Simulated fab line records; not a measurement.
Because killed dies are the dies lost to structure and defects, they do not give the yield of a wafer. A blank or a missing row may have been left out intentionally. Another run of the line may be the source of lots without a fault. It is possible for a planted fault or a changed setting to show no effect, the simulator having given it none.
fab line records    flow n5Finfet
record: lots: 24  wafers: 72  lastDay: 19
route steps=1938 shown BEOL_M5@1168
lots with no fault: from the same line, run without faults
startH: hours from the record's first day to the start of the lot's first wafer shown    waitH: how many hours have passed since the lot's step before this one    " same as the row above    L1.1+2: several wafers, shown together as one row    - no value, or no start was given    * or withheld: withheld    < > ~ a bound
route shown NAME@n: NAME is a module with steps in the file, n the number in the route of the first one    usual: mean/standard deviation taken from wafers without a fault    same: alike in all rows    chamber/n: place in a boat    sites: readings site by site    _std_site: the standard deviation of these    _edge_site: mean of outer sites minus mean of inner sites    radiusMm: for every site, how far away it sits from the centre of the wafer    mask NAME#n: copy n    behind: the tool/chamber that last shaped the wafer    hold: cause of the lot's hold/its duration in hours/its outcome    device: names the non-switching transistor (n, p or np)    end of line: tests of these same wafers at the route's end    where a step has no rows: the recipe by itself    killed: dies lost to structure and defects at the first sort, not the wafer's yield    map: per-die view of a wafer (x killed, . not killed, _ where there is no die)
set.NAME: the setting that was run; set.NAME@STEP: the one run at that earlier step    model.NAME: the simulator's own value behind a step, which no gauge read
the route's steps for a sample of lots (tables are steps, rows are wafers)
services: when a tool's chamber went out of use (startH, in hours from the record's first day, below 0 if earlier), for how many hours, and the reason
== steps ==
step: N5_BEOL_M5_CD_MEAS_35
recipe: targetCdNm: 28  targetCdYNm: 24  polarity: opening
usual: cdNm: 28.1/0.34
lot.wafer  tool      chamber  startH  waitH  cdNm
L074.1     cdSem-02  -        213.77  0.0    27.7
L074.3     "         -        "       "      27.6
L074.5     "         -        "       "      28.0
L076.2     cdSem-02  -        216.94  0.0    28.6
L076.3     "         -        "       "      28.2
L076.5     "         -        "       "      27.7
L075.1     cdSem-02  -        217.32  0.0    28.5
L075.3     "         -        "       "      27.7
L075.6     "         -        "       "      28.4
L077.2     cdSem-03  -        225.55  0.0    27.9
L077.4     "         -        "       "      27.3
L077.6     "         -        "       "      27.6
L078.1     cdSem-01  -        236.14  0.0    27.8
L078.4     "         -        "       "      27.9
L078.6     "         -        "       "      28.1
L079.1     cdSem-03  -        239.66  0.0    28.2
L079.2     "         -        "       "      27.9
L079.4     "         -        "       "      28.3
L080.1     cdSem-01  -        246.46  0.0    28.0
L080.3     "         -        "       "      28.0
L080.4     "         -        "       "      27.4
L081.2     cdSem-01  -        247.39  0.0    27.9
L081.4     "         -        "       "      28.1
L081.6     "         -        "       "      28.0
L082.1     cdSem-03  -        253.03  0.0    28.7
L082.4     "         -        "       "      28.0
L082.6     "         -        "       "      27.9
L085.2     cdSem-01  -        256.85  0.0    28.1
L085.4     "         -        "       "      28.4
L085.6     "         -        "       "      28.5
L083.1     cdSem-02  -        262.45  0.0    28.2
L083.2     "         -        "       "      28.4
L083.5     "         -        "       "      28.2
L084.2     cdSem-03  -        278.30  0.0    28.3
L084.4     "         -        "       "      28.7
L084.5     "         -        "       "      28.1
L087.3     cdSem-01  -        279.04  0.0    28.2
L087.4     "         -        "       "      28.2
L087.5     "         -        "       "      28.4
L089.1     cdSem-02  -        282.19  0.0    28.1
L089.2     "         -        "       "      28.4
L089.4     "         -        "       "      27.5
L086.2     cdSem-02  -        282.50  0.0    28.3
L086.4     "         -        "       "      28.4
L086.5     "         -        "       "      28.4
L088.1     cdSem-02  -        296.54  0.0    27.9
L088.2     "         -        "       "      27.8
L088.5     "         -        "       "      28.0
L090.1     cdSem-03  -        297.41  0.0    28.0
L090.4     "         -        "       "      27.6
L090.6     "         -        "       "      27.9
L091.1     cdSem-03  -        315.45  0.0    27.8
L091.2     "         -        "       "      27.8
L091.4     "         -        "       "      27.8
L092.2     cdSem-03  -        321.67  0.0    28.1
L092.3     "         -        "       "      28.7
L092.5     "         -        "       "      28.4
L094.3     cdSem-01  -        324.93  0.0    28.1
L094.4     "         -        "       "      28.7
L094.5     "         -        "       "      27.9
L093.2     cdSem-01  -        325.32  0.0    28.9
L093.4     "         -        "       "      27.7
L093.6     "         -        "       "      28.4
L095.1     cdSem-03  -        329.90  0.0    27.4
L095.3     "         -        "       "      27.9
L095.4     "         -        "       "      28.0
L096.1     cdSem-03  -        330.08  0.0    28.2
L096.3     "         -        "       "      28.5
L096.4     "         -        "       "      28.0
L097.1     cdSem-01  -        350.84  0.0    27.3
L097.3     "         -        "       "      27.7
L097.6     "         -        "       "      27.7
step: N5_BEOL_M5_CURE_80
recipe: tempC: 370  timeS: 120  ambient: DMADMS/He  material: SiCOH_lowk
usual: lampPowerPct: 52.31/0.053  wafer_temp_C_max: 371.5/0.53
lot.wafer  tool       chamber  startH  waitH  lampPowerPct  wafer_temp_C_max
L074.1     uvCure-02  0        213.81  0.0    52.19         371.5
L074.3     "          0        "       "      52.29         372.7
L074.5     "          0        "       "      52.34         371.2
L076.2     uvCure-03  0        217.03  0.1    52.27         372.4
L076.3     "          0        "       "      52.30         371.4
L076.5     "          0        "       "      52.22         371.7
L075.1     uvCure-02  0        217.36  0.0    52.38         371.1
L075.3     "          0        "       "      52.29         371.5
L075.6     "          0        "       "      52.39         372.1
L077.2     uvCure-02  0        225.64  0.1    52.40         371.1
L077.4     "          0        "       "      52.28         370.8
L077.6     "          0        "       "      52.37         371.1
L078.1     uvCure-01  0        236.18  0.0    52.35         371.5
L078.4     "          0        "       "      52.30         371.4
L078.6     "          0        "       "      52.31         371.3
L079.1     uvCure-01  0        239.70  0.0    52.33         371.1
L079.2     "          0        "       "      52.30         371.3
L079.4     "          0        "       "      52.33         371.8
L080.1     uvCure-02  0        246.73  0.3    52.37         371.0
L080.3     "          0        "       "      52.39         371.0
L080.4     "          0        "       "      52.35         371.0
L081.2     uvCure-01  1        247.49  0.1    52.32         373.1
L081.4     "          1        "       "      52.25         371.9
L081.6     "          1        "       "      52.28         371.4
L082.1     uvCure-02  2        253.07  0.0    52.26         372.0
L082.4     "          2        "       "      52.35         371.3
L082.6     "          2        "       "      52.35         371.7
L085.2     uvCure-03  2        256.94  0.1    52.38         372.5
L085.4     "          2        "       "      52.35         371.9
L085.6     "          2        "       "      52.28         371.9
L083.1     uvCure-01  2        262.49  0.0    52.33         371.5
L083.2     "          2        "       "      52.31         372.2
L083.5     "          2        "       "      52.33         371.6
L084.2     uvCure-03  1        278.52  0.2    52.26         370.6
L084.4     "          1        "       "      52.25         370.5
L084.5     "          1        "       "      52.33         370.6
L087.3     uvCure-02  2        279.18  0.1    52.31         371.5
L087.4     "          2        "       "      52.23         372.1
L087.5     "          2        "       "      52.28         371.6
L089.1     uvCure-03  1        282.36  0.2    52.20         370.7
L089.2     "          1        "       "      52.31         370.9
L089.4     "          1        "       "      52.31         370.8
L086.2     uvCure-02  2        282.59  0.1    52.29         371.2
L086.4     "          2        "       "      52.38         371.1
L086.5     "          2        "       "      52.32         371.1
L088.1     uvCure-01  1        296.98  0.4    52.38         372.5
L088.2     "          1        "       "      52.38         372.7
L088.5     "          1        "       "      52.34         372.4
L090.1     uvCure-01  0        297.58  0.2    52.34         371.3
L090.4     "          0        "       "      52.37         371.8
L090.6     "          0        "       "      52.27         371.3
L091.1     uvCure-02  2        316.01  0.6    52.36         371.4
L091.2     "          2        "       "      52.41         371.2
L091.4     "          2        "       "      52.31         371.4
L092.2     uvCure-02  1        321.94  0.3    52.35         371.2
L092.3     "          1        "       "      52.32         371.9
L092.5     "          1        "       "      52.23         371.5
L094.3     uvCure-03  0        325.37  0.4    52.32         371.6
L094.4     "          0        "       "      52.20         371.6
L094.5     "          0        "       "      52.33         371.3
L093.2     uvCure-02  1        325.68  0.4    52.27         371.6
L093.4     "          1        "       "      52.33         370.8
L093.6     "          1        "       "      52.33         371.9
L095.1     uvCure-02  0        330.20  0.3    52.26         371.1
L095.3     "          0        "       "      52.31         371.8
L095.4     "          0        "       "      52.27         371.5
L096.1     uvCure-03  1        330.50  0.4    52.37         371.3
L096.3     "          1        "       "      52.32         371.1
L096.4     "          1        "       "      52.29         371.3
L097.1     uvCure-03  1        351.65  0.8    52.34         371.4
L097.3     "          1        "       "      52.31         370.6
L097.6     "          1        "       "      52.32         370.8
step: N5_BEOL_M5_SURFACE_TREAT_87
recipe: gas: Ar  timeS: *  ionEnergyEv: *  ionCurrentMaCm2: 0.5  pressureMtorr: *  arFlowSccm: 30
usual: throttleValvePct: *
lot.wafer  tool           chamber  startH  waitH  throttleValvePct
L074.1     pvdSputter-03  -        214.95  0.5    *
L074.3     "              -        "       "      *
L074.5     "              -        "       "      *
L076.2     pvdSputter-01  -        218.05  0.2    *
L076.3     "              -        "       "      *
L076.5     "              -        "       "      *
L075.1     pvdSputter-03  -        218.31  0.4    *
L075.3     "              -        "       "      *
L075.6     "              -        "       "      *
L077.2     pvdSputter-02  -        227.72  0.2    *
L077.4     "              -        "       "      *
L077.6     "              -        "       "      *
L078.1     pvdSputter-02  -        237.04  0.2    *
L078.4     "              -        "       "      *
L078.6     "              -        "       "      *
L079.1     pvdSputter-03  -        242.92  0.2    *
L079.2     "              -        "       "      *
L079.4     "              -        "       "      *
L080.1     pvdSputter-02  -        247.66  0.2    *
L080.3     "              -        "       "      *
L080.4     "              -        "       "      *
L081.2     pvdSputter-03  -        248.26  0.2    *
L081.4     "              -        "       "      *
L081.6     "              -        "       "      *
L082.1     pvdSputter-03  -        253.82  0.2    *
L082.4     "              -        "       "      *
L082.6     "              -        "       "      *
L085.2     pvdSputter-03  -        258.22  0.2    *
L085.4     "              -        "       "      *
L085.6     "              -        "       "      *
L083.1     pvdSputter-03  -        263.31  0.2    *
L083.2     "              -        "       "      *
L083.5     "              -        "       "      *
L084.2     pvdSputter-02  -        279.12  0.1    *
L084.4     "              -        "       "      *
L084.5     "              -        "       "      *
L087.3     pvdSputter-02  -        279.91  0.1    *
L087.4     "              -        "       "      *
L087.5     "              -        "       "      *
L089.1     pvdSputter-03  -        283.78  0.4    *
L089.2     "              -        "       "      *
L089.4     "              -        "       "      *
L086.2     pvdSputter-03  -        283.86  0.3    *
L086.4     "              -        "       "      *
L086.5     "              -        "       "      *
L088.1     pvdSputter-02  -        297.93  0.1    *
L088.2     "              -        "       "      *
L088.5     "              -        "       "      *
L090.1     pvdSputter-02  -        299.91  0.2    *
L090.4     "              -        "       "      *
L090.6     "              -        "       "      *
L091.1     pvdSputter-03  -        316.70  0.1    *
L091.2     "              -        "       "      *
L091.4     "              -        "       "      *
L092.2     pvdSputter-02  -        324.45  0.2    *
L092.3     "              -        "       "      *
L092.5     "              -        "       "      *
L094.3     pvdSputter-02  -        326.46  0.2    *
L094.4     "              -        "       "      *
L094.5     "              -        "       "      *
L093.2     pvdSputter-02  -        326.61  0.2    *
L093.4     "              -        "       "      *
L093.6     "              -        "       "      *
L095.1     pvdSputter-01  -        331.16  0.3    *
L095.3     "              -        "       "      *
L095.4     "              -        "       "      *
L096.1     pvdSputter-02  -        331.68  0.2    *
L096.3     "              -        "       "      *
L096.4     "              -        "       "      *
L097.1     pvdSputter-01  -        352.36  0.2    *
L097.3     "              -        "       "      *
L097.6     "              -        "       "      *
step: N5_BEOL_M5_ANNEAL_49
recipe: tempC: 400  timeS: 1800  ambient: vacuum
usual: heaterPowerW: 785/95  susceptorTempC: 399.98/0.22  susceptor_temp_C_max: 401.1/0.51
lot.wafer  tool           chamber  startH  waitH  heaterPowerW  susceptorTempC  susceptor_temp_C_max
L074.1     pvdSputter-02  -        216.39  0.0    734           399.80          400.3
L074.3     "              -        "       "      879           400.24          401.6
L074.5     "              -        "       "      763           399.71          400.1
L076.2     pvdSputter-03  -        218.47  0.0    817           400.04          400.6
L076.3     "              -        "       "      733           400.17          401.5
L076.5     "              -        "       "      797           400.01          400.8
L075.1     pvdSputter-01  -        220.17  0.0    960           400.28          400.8
L075.3     "              -        "       "      749           399.95          401.7
L075.6     "              -        "       "      957           400.27          400.8
L077.2     pvdSputter-01  -        228.04  0.0    666           399.95          401.4
L077.4     "              -        "       "      917           399.66          400.2
L077.6     "              -        "       "      959           399.89          400.4
L078.1     pvdSputter-01  -        238.65  0.0    731           400.18          401.9
L078.4     "              -        "       "      940           400.14          400.7
L078.6     "              -        "       "      650           399.92          401.8
L079.1     pvdSputter-01  -        243.35  0.0    751           399.73          401.4
L079.2     "              -        "       "      899           399.79          400.7
L079.4     "              -        "       "      966           399.99          400.7
L080.1     pvdSputter-01  -        247.98  0.0    952           399.61          400.1
L080.3     "              -        "       "      882           400.08          400.9
L080.4     "              -        "       "      668           399.78          401.3
L081.2     pvdSputter-02  -        248.66  0.0    783           400.19          401.4
L081.4     "              -        "       "      745           400.21          400.7
L081.6     "              -        "       "      856           400.20          402.4
L082.1     pvdSputter-02  -        254.21  0.0    799           400.15          401.4
L082.4     "              -        "       "      757           399.89          400.5
L082.6     "              -        "       "      789           400.24          401.5
L085.2     pvdSputter-03  -        258.52  0.0    735           400.55          402.0
L085.4     "              -        "       "      850           400.02          401.9
L085.6     "              -        "       "      751           399.89          400.9
L083.1     pvdSputter-02  -        263.79  0.0    740           400.00          400.6
L083.2     "              -        "       "      657           399.88          401.8
L083.5     "              -        "       "      667           399.76          401.6
L084.2     pvdSputter-01  -        279.42  0.0    742           399.98          401.1
L084.4     "              -        "       "      662           399.81          401.3
L084.5     "              -        "       "      888           400.06          401.0
L087.3     pvdSputter-02  -        280.22  0.0    656           400.01          401.6
L087.4     "              -        "       "      740           399.73          400.3
L087.5     "              -        "       "      882           399.82          401.5
L089.1     pvdSputter-03  -        284.10  0.0    757           400.10          401.4
L089.2     "              -        "       "      810           400.37          401.0
L089.4     "              -        "       "      757           400.13          400.9
L086.2     pvdSputter-01  -        284.37  0.0    868           399.99          400.6
L086.4     "              -        "       "      735           399.72          401.3
L086.5     "              -        "       "      965           400.43          400.9
L088.1     pvdSputter-01  -        298.55  0.0    661           400.39          401.9
L088.2     "              -        "       "      856           399.78          400.4
L088.5     "              -        "       "      645           399.68          401.4
L090.1     pvdSputter-02  -        300.53  0.0    787           399.64          401.3
L090.4     "              -        "       "      906           400.11          401.7
L090.6     "              -        "       "      802           399.73          401.2
L091.1     pvdSputter-03  -        317.30  0.0    842           399.90          402.1
L091.2     "              -        "       "      757           399.84          400.5
L091.4     "              -        "       "      813           400.03          400.7
L092.2     pvdSputter-01  -        324.85  0.0    662           399.95          401.6
L092.3     "              -        "       "      944           399.84          400.4
L092.5     "              -        "       "      654           399.84          401.4
L094.3     pvdSputter-02  -        326.91  0.0    861           400.21          401.2
L094.4     "              -        "       "      759           400.36          401.0
L094.5     "              -        "       "      649           399.90          401.3
L093.2     pvdSputter-03  -        327.06  0.0    760           400.05          401.4
L093.4     "              -        "       "      833           399.74          401.2
L093.6     "              -        "       "      757           399.67          401.2
L095.1     pvdSputter-01  -        331.48  0.0    947           399.86          400.3
L095.3     "              -        "       "      669           399.67          400.8
L095.4     "              -        "       "      967           399.96          400.3
L096.1     pvdSputter-02  -        332.12  0.0    646           399.84          401.6
L096.3     "              -        "       "      734           399.95          400.5
L096.4     "              -        "       "      855           400.04          401.2
L097.1     pvdSputter-02  -        352.73  0.0    755           399.65          400.3
L097.3     "              -        "       "      639           400.02          401.5
L097.6     "              -        "       "      889           399.89          401.4
step: N5_BEOL_M5_ANNEAL_82
recipe: tempC: 400  timeS: 1800  ambient: vacuum
usual: heaterPowerW: 786/96  susceptorTempC: 399.99/0.22  susceptor_temp_C_max: 401.1/0.5
lot.wafer  tool           chamber  startH  waitH  heaterPowerW  susceptorTempC  susceptor_temp_C_max
L074.1     pvdSputter-02  -        217.47  0.0    744           399.92          400.5
L074.3     "              -        "       "      871           400.25          401.4
L074.5     "              -        "       "      763           400.05          400.6
L076.2     pvdSputter-03  -        219.56  0.0    805           399.91          400.5
L076.3     "              -        "       "      758           400.09          401.5
L076.5     "              -        "       "      801           400.20          400.7
L075.1     pvdSputter-01  -        221.26  0.0    944           400.06          400.7
L075.3     "              -        "       "      750           399.89          401.4
L075.6     "              -        "       "      945           400.13          400.8
L077.2     pvdSputter-01  -        229.13  0.0    657           399.83          401.3
L077.4     "              -        "       "      983           400.23          400.9
L077.6     "              -        "       "      964           399.86          400.4
L078.1     pvdSputter-01  -        239.73  0.0    752           400.50          401.6
L078.4     "              -        "       "      961           400.15          400.9
L078.6     "              -        "       "      666           400.03          401.9
L079.1     pvdSputter-01  -        244.44  0.0    738           400.11          401.4
L079.2     "              -        "       "      866           400.10          401.0
L079.4     "              -        "       "      966           400.11          400.6
L080.1     pvdSputter-01  -        249.07  0.0    961           400.06          400.6
L080.3     "              -        "       "      894           399.92          400.7
L080.4     "              -        "       "      659           399.99          401.4
L081.2     pvdSputter-02  -        249.75  0.0    786           399.73          401.2
L081.4     "              -        "       "      746           399.75          400.3
L081.6     "              -        "       "      856           400.01          401.5
L082.1     pvdSputter-02  -        255.30  0.0    799           400.42          401.8
L082.4     "              -        "       "      760           399.86          400.4
L082.6     "              -        "       "      797           399.55          400.8
L085.2     pvdSputter-03  -        259.61  0.0    764           400.13          401.2
L085.4     "              -        "       "      838           399.84          401.7
L085.6     "              -        "       "      741           399.84          401.4
L083.1     pvdSputter-02  -        264.88  0.0    738           399.73          400.4
L083.2     "              -        "       "      650           400.05          401.3
L083.5     "              -        "       "      659           400.35          402.2
L084.2     pvdSputter-01  -        280.51  0.0    754           400.12          401.7
L084.4     "              -        "       "      662           400.05          401.6
L084.5     "              -        "       "      924           399.48          400.2
L087.3     pvdSputter-02  -        281.31  0.0    664           400.05          401.6
L087.4     "              -        "       "      743           400.20          400.8
L087.5     "              -        "       "      850           400.22          401.6
L089.1     pvdSputter-03  -        285.19  0.0    748           400.06          401.3
L089.2     "              -        "       "      792           400.11          400.7
L089.4     "              -        "       "      779           399.99          400.6
L086.2     pvdSputter-01  -        285.46  0.0    873           399.90          400.7
L086.4     "              -        "       "      763           400.29          401.9
L086.5     "              -        "       "      955           399.99          400.5
L088.1     pvdSputter-01  -        299.64  0.0    653           400.39          401.8
L088.2     "              -        "       "      913           400.18          401.1
L088.5     "              -        "       "      657           400.10          401.6
L090.1     pvdSputter-02  -        301.62  0.0    797           400.15          401.6
L090.4     "              -        "       "      878           399.78          400.8
L090.6     "              -        "       "      787           399.92          401.1
L091.1     pvdSputter-03  -        318.38  0.0    835           399.80          401.7
L091.2     "              -        "       "      754           399.84          400.5
L091.4     "              -        "       "      811           400.21          400.8
L092.2     pvdSputter-01  -        325.94  0.0    655           400.18          402.1
L092.3     "              -        "       "      949           400.20          400.6
L092.5     "              -        "       "      659           400.03          401.2
L094.3     pvdSputter-02  -        328.00  0.0    872           399.38          401.0
L094.4     "              -        "       "      748           399.77          400.4
L094.5     "              -        "       "      646           400.15          401.7
L093.2     pvdSputter-03  -        328.15  0.0    750           400.38          401.5
L093.4     "              -        "       "      872           400.22          402.3
L093.6     "              -        "       "      752           399.72          400.9
L095.1     pvdSputter-01  -        332.56  0.0    967           399.95          400.4
L095.3     "              -        "       "      657           399.99          401.4
L095.4     "              -        "       "      974           399.72          400.2
L096.1     pvdSputter-02  -        333.20  0.0    663           399.99          401.6
L096.3     "              -        "       "      751           399.99          400.6
L096.4     "              -        "       "      857           400.28          401.7
L097.1     pvdSputter-02  -        353.82  0.0    763           400.22          400.7
L097.3     "              -        "       "      643           399.67          401.3
L097.6     "              -        "       "      868           399.98          401.3
step: N5_BEOL_M5_CMP_52
recipe: stopOn: SiCOH_lowk  tOverpolishS: 6.9  downForcePsi: 1  platenRpm: 50  clearingPlatenDownForcePsi: 1.5  clearingPlatenRpm: 50  postCmpClean: cuAlkaline  targetThkNm: 62  clearingPlatenPadVelocityMS: 0.99484  padVelocityMS: 0.99484
usual: barrierFieldEndpointS: 24.5/0.65  motorCurrentA: 5.9/0.53  overpolishRunS: 6.899/0.0094  retainingRingPressureFrac: 1.000/0.0048  slurryFlowMlMin: 150.0/0.47  timeToEndpointS: 60/3.1
lot.wafer  tool    chamber  startH  waitH  barrierFieldEndpointS  motorCurrentA  overpolishRunS  retainingRingPressureFrac  slurryFlowMlMin  timeToEndpointS
L074.1     cmp-03  1        221.15  0.3    25.1                   5.2            6.893           0.997                      149.9            66
L074.3     "       2        "       "      23.9                   5.7            6.902           0.999                      150.2            60
L074.5     "       1        "       "      24.4                   5.5            6.902           0.997                      150.2            61
L076.2     cmp-01  1        223.31  0.3    24.7                   5.9            6.905           1.000                      150.4            61
L076.3     "       2        "       "      23.5                   6.9            6.892           1.003                      149.8            57
L076.5     "       3        "       "      24.6                   5.3            6.905           0.994                      149.9            58
L075.3     cmp-01  2        224.94  0.2    23.6                   6.8            6.889           1.007                      149.9            57
L075.1     "       3        "       "      24.2                   5.5            6.906           0.993                      150.0            60
L075.6     "       2        "       "      24.5                   6.3            6.898           1.008                      149.3            60
L077.2     cmp-03  1        232.84  0.2    25.2                   5.4            6.879           1.007                      149.6            61
L077.4     "       2        "       "      25.9                   6.3            6.914           1.003                      149.8            61
L077.6     "       1        "       "      24.8                   5.3            6.913           1.004                      149.8            60
L078.4     cmp-02  2        243.46  0.2    24.5                   6.7            6.892           0.999                      149.5            58
L078.1     "       3        "       "      24.3                   5.6            6.896           0.995                      149.6            59
L078.6     "       1        "       "      24.2                   6.2            6.900           1.005                      150.4            60
L079.4     cmp-03  2        248.21  0.2    24.5                   6.1            6.900           0.995                      148.9            60
L079.1     "       3        "       "      25.4                   5.7            6.920           1.004                      150.7            66
L079.2     "       0        "       "      24.6                   5.1            6.894           1.003                      149.8            61
L080.4     cmp-01  2        252.78  0.2    24.2                   6.2            6.897           0.997                      150.5            57
L080.3     "       3        "       "      23.5                   5.4            6.922           1.004                      150.5            59
L080.1     "       0        "       "      23.3                   6.1            6.898           0.998                      150.6            55
L081.2     cmp-02  0        253.48  0.3    24.1                   6.6            6.887           0.999                      150.0            58
L081.4     "       2        "       "      25.0                   6.4            6.901           0.994                      150.7            59
L081.6     "       0        "       "      24.4                   7.2            6.896           0.994                      149.6            55
L082.4     cmp-01  3        259.14  0.1    25.2                   5.5            6.898           1.006                      149.3            60
L082.1     "       1        "       "      25.9                   5.8            6.897           0.998                      150.2            64
L082.6     "       3        "       "      24.8                   5.3            6.899           1.008                      150.2            62
L085.4     cmp-03  0        263.39  0.1    25.3                   5.3            6.894           0.997                      150.8            60
L085.2     "       3        "       "      25.5                   6.0            6.902           1.014                      149.5            66
L085.6     "       0        "       "      25.0                   5.3            6.901           0.997                      150.3            62
L083.1     cmp-01  3        269.01  0.3    24.6                   5.4            6.902           0.992                      149.8            57
L083.2     "       1        "       "      24.9                   6.0            6.897           0.995                      149.5            61
L083.5     "       3        "       "      24.1                   5.3            6.912           1.000                      149.2            60
L084.2     cmp-03  2        284.23  0.2    24.4                   6.0            6.902           0.996                      150.1            59
L084.4     "       3        "       "      25.3                   6.2            6.896           0.997                      149.7            63
L084.5     "       2        "       "      24.9                   6.4            6.906           0.991                      149.7            61
L087.3     cmp-03  0        285.07  0.2    24.0                   4.9            6.901           0.994                      149.1            63
L087.4     "       2        "       "      24.4                   6.5            6.891           0.998                      149.8            61
L087.5     "       1        "       "      24.5                   5.5            6.900           1.004                      149.8            62
L089.2     cmp-02  0        288.87  0.2    23.8                   7.1            6.891           0.999                      149.7            58
L089.4     "       1        "       "      24.9                   6.1            6.908           1.001                      149.9            65
L089.1     "       3        "       "      23.7                   5.7            6.892           0.998                      150.1            61
L086.4     cmp-03  1        289.23  0.2    24.8                   5.4            6.883           1.000                      150.6            59
L086.2     "       2        "       "      23.6                   6.3            6.895           1.003                      150.7            57
L086.5     "       0        "       "      23.5                   5.3            6.898           1.006                      150.5            53
L088.1     cmp-02  3        303.32  0.3    24.3                   5.6            6.902           0.998                      150.4            62
L088.2     "       0        "       "      23.1                   6.6            6.902           0.994                      149.2            55
L088.5     "       3        "       "      24.1                   5.5            6.911           0.998                      150.2            57
L090.1     cmp-01  3        306.82  0.3    23.2                   5.5            6.899           0.999                      150.6            55
L090.4     "       1        "       "      24.0                   5.6            6.896           1.004                      150.1            64
L090.6     "       0        "       "      23.7                   6.0            6.894           1.001                      150.0            58
L091.1     cmp-01  0        322.06  0.3    23.6                   5.8            6.899           1.001                      150.1            60
L091.4     "       1        "       "      25.9                   5.9            6.892           0.991                      150.4            66
L091.2     "       2        "       "      24.2                   6.6            6.900           1.003                      150.0            59
L092.3     cmp-02  2        329.69  0.2    25.3                   6.6            6.912           0.993                      149.4            65
L092.2     "       3        "       "      24.6                   5.7            6.904           0.994                      150.0            62
L092.5     "       0        "       "      24.7                   7.0            6.898           1.001                      150.2            60
L094.4     cmp-03  1        331.68  0.1    24.4                   5.7            6.897           0.999                      150.6            65
L094.3     "       0        "       "      24.2                   5.2            6.885           1.001                      150.2            63
L094.5     "       2        "       "      24.9                   6.6            6.887           0.995                      149.9            62
L093.2     cmp-02  2        332.13  0.4    25.1                   6.3            6.902           0.997                      149.4            62
L093.4     "       3        "       "      25.6                   5.7            6.914           1.005                      150.4            64
L093.6     "       1        "       "      25.1                   6.0            6.914           0.993                      150.9            65
L095.1     cmp-01  0        336.28  0.3    23.9                   6.1            6.892           0.991                      150.7            61
L095.4     "       1        "       "      24.5                   5.5            6.912           0.999                      150.0            68
L095.3     "       2        "       "      24.2                   6.3            6.903           1.002                      149.7            58
L096.3     cmp-01  2        336.89  0.2    24.0                   6.5            6.911           1.001                      151.3            57
L096.4     "       3        "       "      23.9                   5.4            6.901           0.998                      150.2            58
L096.1     "       1        "       "      24.4                   5.9            6.888           0.997                      150.6            66
L097.1     cmp-01  0        357.54  0.3    23.6                   6.1            6.912           0.997                      149.9            61
L097.3     "       1        "       "      25.0                   6.1            6.890           0.998                      150.1            66
L097.6     "       3        "       "      24.3                   5.3            6.913           0.997                      149.6            62
== services ==
tool           chamber  startH  hours  kind
uvCure-03      -        206.31  9.1    repair
cmp-03         -        211.86  0.5    repair
cmp-02         -        212.65  4.0    pm
uvCure-01      -        213.41  1.2    repair
cmp-02         -        216.65  -      consumableReplace:conditioner
cmp-02         -        216.65  -      consumableReplace:pad
uvCure-03      -        243.33  1.0    pm
cmp-02         -        253.81  1.8    repair
uvCure-01      -        270.15  1.0    pm
cmp-02         -        276.03  0.5    repair
cmp-02         -        277.21  8.7    pm
uvCure-01      -        298.54  7.7    repair
cmp-03         -        303.28  0.5    repair
uvCure-02      -        310.03  0.7    repair
cmp-01         -        327.24  4.1    pm
cmp-01         -        331.60  2.1    repair
cmp-03         -        335.78  5.1    pm
cmp-01         -        342.81  4.0    pm
cmp-01         -        346.81  -      consumableReplace:conditioner
cmp-01         -        346.81  -      consumableReplace:pad
cmp-01         -        346.81  7.1    pm
pvdSputter-03  -        353.36  1.1    repair
pvdSputter-03  -        355.01  3.2    repair
== key ==
fault none
